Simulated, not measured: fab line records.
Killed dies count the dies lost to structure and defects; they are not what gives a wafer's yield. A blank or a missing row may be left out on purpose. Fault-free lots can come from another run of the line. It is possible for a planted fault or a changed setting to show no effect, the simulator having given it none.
Matching of chambers | flow n5_finfet | cmp-03 running N5_MOL_CONTACT_COAG_CMP_23: 4 sister chambers
The step polishes, stops on SiO2, t overpolish 1.5 s, target thk 0 nm. 8 wafers are shown with their chamber, then 11 later ones without.

== WAFERS PAIRED WITH THEIR CHAMBERS ==
wafer  | chamber | motor_current_A (A) | time_to_endpoint_s (s)
L082.3 | 3       | 9.3                 | 10
L090.2 | 0       | 8.0                 | 6
L090.4 | 2       | 9.4                 | 5
L090.6 | 2       | 9.3                 | 7
L091.1 | 1       | 9.6                 | 13
L091.2 | 0       | 8.1                 | 7
L091.6 | 3       | 9.3                 | 15
L093.1 | 1       | 9.7                 | 10

== WAFERS WITH NO CHAMBER GIVEN ==
wafer  | motor_current_A (A) | time_to_endpoint_s (s)
L093.2 | 8.8                 | 2
L093.3 | 7.6                 | 2
L094.2 | 9.9                 | 10
L094.3 | 9.4                 | 4
L094.5 | 7.7                 | 6
L095.1 | 8.7                 | 4
L095.3 | 9.3                 | 14
L095.6 | 9.5                 | 6
L097.1 | 8.1                 | 7
L097.3 | 9.6                 | 11
L097.6 | 9.7                 | 13

== WHICH CHAMBER EACH WENT THROUGH ==
wafer  | from the rows above          | in truth
L093.2 | can't be placed: 2 or 3      | 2
L093.3 | 0                            | 0
L094.2 | 1                            | 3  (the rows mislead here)
L094.3 | 2                            | 2
L094.5 | 0                            | 0
L095.1 | can't be placed: 3 or 2 or 0 | 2
L095.3 | 3                            | 3
L095.6 | can't be placed: 2 or 1 or 3 | 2
L097.1 | 0                            | 0
L097.3 | 1                            | 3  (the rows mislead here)
L097.6 | 1                            | 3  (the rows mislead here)
Correctly placed: 5 of 11. Can't be placed from these rows: 3 (the true chamber is among the candidates in 3). 3 placed wrongly.
How it was worked out, from the rows above alone: a wafer's distance from a chamber is the root of the sum, over the readings, of the square of ((its reading less the chamber's mean) divided by the reading's scatter). If the next closest chamber is less than 2 further off than the closest, the wafer can't be placed; otherwise it belongs to the closest. Each chamber's mean is taken over the wafers shown for it. The scatter: the root of (the sum of the squares of (reading less its chamber's mean) over the shown wafers, divided by (wafers less chambers)).
